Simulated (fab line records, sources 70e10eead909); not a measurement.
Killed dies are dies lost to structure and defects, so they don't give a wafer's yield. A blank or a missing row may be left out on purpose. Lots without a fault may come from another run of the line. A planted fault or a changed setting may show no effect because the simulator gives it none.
One fault seen from 2 desks | flow nand_harc | each desk has only its own numbers; what lay behind them comes last

THE TOOL OWNER'S DESK: ald_hk-03
The tool's own readings at NHARC_A_WL_FILL_ALD_00 (deposits Al2O3, target thk 3 nm, pulse time 3 s, ald cycles 30): means of the sampled wafers that have a number, for each lot that ran on this tool. A lot is out of limits, marked OUT, if its mean lies more than 4 standard deviations from the usual mean; the brackets give that distance.
Columns: A = heater_power_w at NHARC_A_WL_FILL_ALD_00, usual 472 W; B = precursor_pulse_height_rel at NHARC_A_WL_FILL_ALD_00, usual 1.002
lot  | first seen here | A   | B
L537 | day 22 06:32    | 491 | 1.003
L538 | day 23 02:14    | 479 | 1.003
L541 | day 24 15:31    | 483 | 0.995
L544 | day 26 13:25    | 453 | 1.004
L546 | day 26 20:14    | 464 | 1.011
L548 | day 27 11:25    | 463 | 1.009
This desk's finding: nothing out of limits on any of the 6 lots.

THE METROLOGY DESK
What the gauges read, lot by lot, whatever tool the lot ran on: means of the sampled wafers that have a number. A lot is out of limits, marked OUT, if its mean lies more than 4 standard deviations from the usual mean; the brackets give that distance.
Columns: A = cd_nm at NHARC_A_SLIT_CD_MEAS_21, usual 289.6 nm
lot  | first seen here | A
L532 | day 20 11:41    | 289.6
L531 | day 20 18:12    | 290.9
L535 | day 21 08:34    | 288.4
L536 | day 21 11:33    | 289.2
L537 | day 21 23:50    | 289.6
L538 | day 22 18:43    | 289.9
L541 | day 24 08:49    | 288.9
L542 | day 24 08:56    | 289.2
L544 | day 26 06:39    | 290.7
L546 | day 26 13:31    | 289.6
L548 | day 27 04:44    | 289.8
L553 | day 28 20:53    | 289.8
L554 | day 29 18:41    | 290.1
This desk's finding: nothing out of limits on any of the 13 lots.

PUT TOGETHER
The tool owner's desk saw nothing out of limits.
The metrology desk saw nothing out of limits.

WHAT THE SIMULATOR HAD PUT IN
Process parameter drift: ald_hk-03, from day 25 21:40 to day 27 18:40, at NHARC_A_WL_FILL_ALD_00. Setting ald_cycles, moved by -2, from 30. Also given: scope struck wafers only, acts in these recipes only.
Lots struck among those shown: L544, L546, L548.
